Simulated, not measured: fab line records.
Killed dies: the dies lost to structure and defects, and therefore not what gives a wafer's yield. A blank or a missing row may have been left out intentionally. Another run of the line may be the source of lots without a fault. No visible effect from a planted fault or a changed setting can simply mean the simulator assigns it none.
Matching of chambers    flow nandHarc    NHARC_P_BONDPAD_CMP_32 on cmp-02: 4 sister chambers
The step polishes SiCN, target thk 200 nm. 14 wafers are shown with their chamber, then 7 later ones without.

== WAFERS PAIRED WITH THEIR CHAMBERS ==
wafer   chamber  motorCurrentA (A)
L079.1  2        11.4
L079.3  0        11.4
L079.5  3        12.4
L080.4  1        12.6
L080.5  3        12.2
L080.6  2        11.4
L089.2  3        12.6
L089.4  2        11.5
L089.5  1        13.1
L090.2  0        11.3
L090.3  1        12.9
L090.6  3        12.5
L094.2  0        11.1
L094.3  3        13.2

SIGNATURES (means of the wafers above)
reading        chamber 0  chamber 1  chamber 2  chamber 3  scatter within a chamber
motorCurrentA  11.267     12.867     11.433     12.580     0.273
Rule: a wafer's distance from a chamber is the root of the sum, over the readings, of the square of ((its reading less the chamber's mean) divided by the reading's scatter). The wafer belongs to the nearest chamber; if the next one is less than 2 further off, it can't be placed. How the scatter is found: for the shown wafers, subtract from each reading the mean of its chamber, square and add these, divide the total by (wafers less chambers), then take the root.

== WAFERS WHOSE CHAMBER IS MISSING ==
wafer   motorCurrentA (A)
L094.5  11.2
L095.3  11.9
L095.4  12.5
L095.5  13.2
L096.2  11.2
L096.3  11.8
L096.5  11.3

== EACH ONE'S CHAMBER ==
wafer   from the rows above                in truth
L094.5  can't be placed: 0 or 2            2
L095.3  can't be placed: 2 or 0 or 3 or 1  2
L095.4  can't be placed: 3 or 1            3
L095.5  can't be placed: 1 or 3            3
L096.2  can't be placed: 0 or 2            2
L096.3  can't be placed: 2 or 0 or 3       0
L096.5  can't be placed: 0 or 2            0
Correctly placed: 0 of 7. From these rows, 7 cannot be placed; in 7 the true chamber is one of the candidates. Number placed wrongly: 0.
